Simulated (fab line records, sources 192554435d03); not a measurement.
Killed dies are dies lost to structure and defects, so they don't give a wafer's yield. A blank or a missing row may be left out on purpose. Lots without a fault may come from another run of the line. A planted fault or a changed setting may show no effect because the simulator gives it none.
A struck lot beside a sound one | flow n5_finfet | 36 steps out of a route of 1938
Sound: wafers L121.2, L121.5, L121.6. Struck: wafer L116.1. (L116.2 of the same lot was not struck and is left out.) The cause comes at the end.
At each step with rows: each side's tool, then ch and its chambers, then its first start. Under that, the readings that differ: sound wafers | struck wafers | difference of the means | sigmas: that difference in standard deviations of wafers without a fault.
alike: readings whose means differ by less than 2 such deviations, and words and numbers that are the same on both sides. not compared: withheld readings, readings that some wafer has no value for, bounds like >300 that may hide the same value, and numbers for which the record gives no deviation and whose values overlap.
The two part at a step that has a row with sigmas, a row that says differs or no value, or rows on one side only. Numbers that don't overlap but have no deviation are shown without sigmas and don't part them. A reading that every wafer of one side lacks parts them only if that side has two wafers or more.

first, 9 steps without rows for these wafers: N5_STI_FIN_REVEAL_STRIP_35 (strips Si3N4 in H3PO4, target depth 4 nm, time 39 s); N5_STI_FIN_REVEAL_SRD_21 (time 30 s); N5_STI_FIN_REVEAL_OXIDATION_33 (chemistry O2 PLASMA REMOTE, time 20 s); N5_STI_FIN_REVEAL_CLEAN_19 (cleans in O3/DIW, time 120 s); N5_STI_FIN_REVEAL_SRD_23 (time 30 s); N5_STI_FIN_REVEAL_PRECLEAN_18 (cleans in SC2, time 45 s); N5_STI_FIN_REVEAL_SRD_28 (time 30 s); N5_DUMMY_GATE_PRECLEAN_00 (cleans in O3/DIW, time 60 s); N5_DUMMY_GATE_SRD_01 (time 30 s).
N5_DUMMY_GATE_ALD_02: deposits SiO2, target thk 2 nm, pulse time 1 s.
  sound on ald_sin-03 ch 0,2,3, day 5 20:20; struck on ald_sin-02 ch 3, day 4 15:06
  reading                                     | sound | struck | difference | sigmas
  model.SiO2_of_DUMMY_GATE_ALD_02.thk_nm (nm) | 2 2 2 | 1.4    | -0.6       |
  alike: chamber_pressure_Torr, heater_power_w, precursor_pulse_height_rel
then, 24 steps without rows for these wafers: N5_DUMMY_GATE_CVD_03 (deposits a-Si from SiH4, target thk 150 nm, time 8042 s); N5_DUMMY_GATE_PRECLEAN_46 (cleans in DIW, time 89.5 s); N5_DUMMY_GATE_SRD_47 (dry time 32 s); N5_DUMMY_GATE_CMP_04 (polishes a-Si); N5_DUMMY_GATE_HM_DEP_06 (deposits SiNx from DCS/NH3, target thk 80 nm, time 5141 s); N5_DUMMY_GATE_PECVD_30 (deposits SiO2 from TEOS/O2, target thk 55 nm, time 10.8 s); N5_DUMMY_GATE_COAT_34 (time 60 s, resist thk 60 nm); N5_DUMMY_GATE_COAT_35 (time 60 s, resist thk 10 nm); N5_DUMMY_GATE_COAT_28 (time 60 s, resist thk 10 nm); N5_DUMMY_GATE_COAT_09 (resist thk 30 nm); N5_DUMMY_GATE_EBR_11; N5_DUMMY_GATE_SOFTBAKE_10 (time 60 s); N5_DUMMY_GATE_EXPOSE_12 (exposes mask GATE, target cd 25 nm); N5_DUMMY_GATE_PEB_13 (peb time 60 s); N5_DUMMY_GATE_DEVELOP_14 (develop time 30 s); N5_DUMMY_GATE_DESCUM_20 (chemistry O2, time 6.2 s); N5_DUMMY_GATE_ETCH_29 (etches underlayer in N2/H2, target depth 13 nm); N5_DUMMY_GATE_ETCH_36 (etches SiARC in CF4, target depth 13 nm); N5_DUMMY_GATE_ETCH_37 (etches SOC in N2/H2, target depth 60 nm, overetch 30 nm); N5_DUMMY_GATE_STRIP_38 (strips in N2/H2); N5_DUMMY_GATE_STRIP_39 (strips in N2/H2); N5_DUMMY_GATE_TRIM_49 (chemistry O2, time 29 s, target cd 14 nm); N5_DUMMY_GATE_STRIP_40 (strips in CF4); N5_DUMMY_GATE_ETCH_31 (etches SiO2 in C4F6/O2, target depth 82.5 nm, time 27.5 s).
N5_DUMMY_GATE_ETCH_44: etches poly-Si in HBr/O2, stops on SiO2, target depth 127.5 nm.
  sound on rie_si-05 ch 0,1, day 6 12:31; struck on rie_si-02 ch 1, day 5 04:11
  reading                                     | sound | struck | difference | sigmas
  model.SiO2_of_DUMMY_GATE_ALD_02.thk_nm (nm) | 2 2 2 | 1.4    | -0.6       |
  alike: drypump_motor_current_A, oes_product_au, throttle_valve_pct
  not compared: rf_hours_counter_h
-- the record jumps here: 5 days lie between the struck wafers' starts before and after (it left off in module DUMMY_GATE and takes up again in module BEOL_M4, whose first step shown is number 1111 of the route) --
N5_BEOL_M4_RC_MEAS_101:
  sound on prober-02 ch 0, day 11 16:33; struck on prober-02 ch 0, day 9 21:35
  alike: DIBL_N, DIBL_P, IOFF_N, IOFF_P, ION_N, ION_P, SS_N, SS_P, VT_N, VT_P

WHERE THEY PART
Nowhere in this record.

WHY: what the simulator had put in
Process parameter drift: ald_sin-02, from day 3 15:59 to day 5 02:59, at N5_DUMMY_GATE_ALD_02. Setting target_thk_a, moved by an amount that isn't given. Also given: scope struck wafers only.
